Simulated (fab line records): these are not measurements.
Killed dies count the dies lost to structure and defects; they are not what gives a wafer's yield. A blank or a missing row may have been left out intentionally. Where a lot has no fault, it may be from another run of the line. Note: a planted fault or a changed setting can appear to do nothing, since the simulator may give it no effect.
Which tool was responsible? -- flow n5 finfet -- 10 lots with 30 wafers sampled at 4 steps, on a route of 1938 steps

## WHAT THE GAUGES READ, wafer by wafer
The record lacks any reading of a measuring or inspecting step that a usual standard deviation could be used to judge.

## TOOL THAT RAN EACH LOT (tool first, then ch and the chambers of the sampled wafers, then the start)
lot,N5_BEOL_M15_ETCH_57,N5_BEOL_M15_STRIP_36,N5_BEOL_M15_CMP_49,N5_MIM_TOP_ALD_00
L322,"rie diel-02 ch 1,2, day 10 19:23","rie diel-01 ch 0,2,3, day 10 21:37","cmp-02 ch 0,3, day 10 23:21","ald hk-02 ch 0,1,2, day 11 01:26"
L323,"rie diel-01 ch 0,2, day 11 06:57","rie diel-02 ch 2,3, day 11 08:17","cmp-02 ch 1,2, day 11 10:49","ald hk-01 ch 1,2,3, day 11 13:56"
L325,"rie diel-02 ch 0,3, day 12 05:39","rie diel-02 ch 0,2, day 12 08:32","cmp-04 ch 2,3, day 12 09:53","ald hk-01 ch 1,2, day 12 13:52"
L326,"rie diel-02 ch 1,2, day 12 23:23","rie diel-02 ch 0,1, day 13 01:24","cmp-02 ch 2,3, day 13 02:58","ald hk-01 ch 1,2,3, day 13 05:48"
L331,"rie diel-02 ch 0,2,3, day 13 16:22","rie diel-02 ch 0,1,2, day 13 18:11","cmp-02 ch 0,2,3, day 13 19:55","ald hk-02 ch 0,1,3, day 13 22:16"
L340,"rie diel-04 ch 0,2,3, day 15 12:00","rie diel-01 ch 0,1,3, day 15 21:26","cmp-04 ch 0,2,3, day 15 23:19","ald hk-01 ch 0,1,2, day 16 02:50"
L338,"rie diel-02 ch 0,1,2, day 15 17:37","rie diel-01 ch 0,2,3, day 15 22:26","cmp-04 ch 1,2,3, day 16 00:39","ald hk-03 ch 1,2,3, day 16 03:50"
L341,"rie diel-02 ch 1,2, day 16 02:55","rie diel-02 ch 0,3, day 16 04:23","cmp-04 ch 2,3, day 16 06:23","ald hk-03 ch 0,3, day 16 08:02"
L342,"rie diel-01 ch 0,1,2, day 16 08:29","rie diel-04 ch 0,2,3, day 16 09:58","cmp-04 ch 0,1,2, day 16 12:11","ald hk-02 ch 1,2, day 16 14:04"
L344,"rie diel-04 ch 1,2,3, day 17 01:38","rie diel-02 ch 1,2, day 17 04:12","cmp-02 ch 1,2, day 17 06:21","ald hk-01 ch 0,2,3, day 17 09:44"
- N5_BEOL_M15_ETCH_57: etches SOC in N2/H2, time 750 s.
- N5_BEOL_M15_STRIP_36: strips in O2.
- N5_BEOL_M15_CMP_49: polishes, stops on SiO2, t overpolish 4.9 s, target thk 850 nm.
- N5_MIM_TOP_ALD_00: deposits Al2O3, purge time 3 s, co reactant pulse time 3 s.

## WHAT THE TOOLS THEMSELVES READ (means of the sampled wafers that have a number; where no wafer has one, the mark that the record gives instead)
N5_BEOL_M15_ETCH_57. Usual: drypump motor current A 5.5 A, standard deviation 0.49; h2 flow sccm 200.0 sccm, standard deviation 0.57; oes product au 0.80 a.u., standard deviation 0.095; rf vpp V 524.5 V, standard deviation 2.3; showerhead plenum p Torr 2.57 Torr, standard deviation 0.077; throttle valve pct 17.67 %, standard deviation 0.28.
lot,tool,drypump motor current A (A),h2 flow sccm (sccm),oes product au (a.u.),rf vpp V (V),showerhead plenum p Torr (Torr),throttle valve pct (%),flag
L322,rie diel-02,5.3,199.9,0.71,524.6,2.56,17.76,
L323,rie diel-01,5.4,199.6,0.73,524.7,2.58,17.99,
L325,rie diel-02,6.0,199.9,0.88,524.7,2.56,17.51,
L326,rie diel-02,5.4,199.4,0.70,524.9,2.58,17.78,
L331,rie diel-02,5.5,200.3,0.80,523.4,2.53,17.70,
L340,rie diel-04,5.3,200.3,0.87,526.2,2.62,17.69,
L338,rie diel-02,5.7,199.7,0.85,525.3,2.57,17.52,
L341,rie diel-02,5.4,199.8,0.79,524.5,2.57,17.69,
L342,rie diel-01,5.6,199.6,0.77,524.6,2.55,17.72,
L344,rie diel-04,5.3,200.3,0.87,527.3,2.66,17.66,

N5_BEOL_M15_STRIP_36. Usual: drypump motor current A 5.5 A, standard deviation 0.47; oes product au 0.80 a.u., standard deviation 0.099; rf vpp V 3.6 V, standard deviation 1; showerhead plenum p Torr 2.11 Torr, standard deviation 0.065; throttle valve pct 16.6 %, standard deviation 0.3.
lot,tool,drypump motor current A (A),oes product au (a.u.),rf vpp V (V),showerhead plenum p Torr (Torr),throttle valve pct (%),flag
L322,rie diel-01,5.5,0.73,3.1,2.15,16.8,
L323,rie diel-02,5.0,0.79,3.6,2.04,16.6,
L325,rie diel-02,5.6,0.76,4.7,2.09,16.5,
L326,rie diel-02,5.9,0.79,3.9,2.15,16.6,
L331,rie diel-02,5.7,0.77,3.9,2.12,16.5,
L340,rie diel-01,5.7,0.77,3.4,2.13,16.5,
L338,rie diel-01,5.5,0.71,3.4,2.14,16.8,
L341,rie diel-02,5.9,0.83,4.0,2.09,16.3,
L342,rie diel-04,5.3,0.87,3.4,2.16,16.6,
L344,rie diel-02,5.4,0.78,2.7,2.12,16.7,

N5_BEOL_M15_CMP_49. Usual: barrier field endpoint s 11.35 s, standard deviation 0.3; clearing platen down force psi 1.999 psi, standard deviation 0.0043; edge zone pressure frac 1.000, standard deviation 0.005; head pressure psi 2.000 psi, standard deviation 0.0041; motor current A 8.1 A, standard deviation 0.81; overpolish run s 4.899 s, standard deviation 0.0088; retaining ring pressure frac 1.000, standard deviation 0.0051.
lot,tool,barrier field endpoint s (s),clearing platen down force psi (psi),edge zone pressure frac,head pressure psi (psi),motor current A (A),overpolish run s (s),retaining ring pressure frac,flag
L322,cmp-02,11.10,2.002,1.000,2.000,7.7,4.895,0.995,
L323,cmp-02,11.45,1.998,1.002,1.999,8.0,4.902,1.006,
L325,cmp-04,11.76,1.996,1.004,1.998,8.7,4.901,1.005,
L326,cmp-02,9.56,2.003,0.996,2.323,8.1,4.897,1.004,OFF
L331,cmp-02,9.83,1.998,0.998,2.320,8.6,4.901,0.997,OFF
L340,cmp-04,11.27,1.999,0.998,2.001,8.3,4.899,0.996,
L338,cmp-04,11.61,1.995,1.000,2.000,8.4,4.900,0.999,
L341,cmp-04,11.70,1.999,0.998,2.000,7.8,4.896,1.004,
L342,cmp-04,11.01,2.002,1.000,1.999,7.8,4.898,1.000,
L344,cmp-02,11.70,2.000,0.995,2.004,8.0,4.902,1.008,

N5_MIM_TOP_ALD_00. Usual: precursor pulse height rel reads 1.001 (standard deviation 0.021).
lot,tool,precursor pulse height rel,flag
L322,ald hk-02,1.014,
L323,ald hk-01,1.009,
L325,ald hk-01,0.988,
L326,ald hk-01,0.989,
L331,ald hk-02,1.012,
L340,ald hk-01,0.997,
L338,ald hk-03,0.989,
L341,ald hk-03,0.980,
L342,ald hk-02,0.994,
L344,ald hk-01,1.020,

## THE ANSWER, worked out from the rows above alone
Rule: a lot counts as off when the mean over its wafers that have a number is more than 3 standard deviations away from the usual mean. Also off: a lot with no number at a reading for which 4 or more lots have one. The other lots that the step has rows for count as sound. First the gauges in route order, then the tools' own readings, where a lot's mean is used as printed above. The first step at which some lot is off is used, and at that step the reading that is off furthest; a lot without a number counts as furthest.
Off: L326, L331, at N5_BEOL_M15_CMP_49 (head pressure psi).
If a tool, at that step or one of the process steps before it, ran each lot that is off and ran no sound lot following the first of them, it fits. No candidate that was tried fits.

## WHAT HAD BEEN PUT IN BY THE SIMULATOR
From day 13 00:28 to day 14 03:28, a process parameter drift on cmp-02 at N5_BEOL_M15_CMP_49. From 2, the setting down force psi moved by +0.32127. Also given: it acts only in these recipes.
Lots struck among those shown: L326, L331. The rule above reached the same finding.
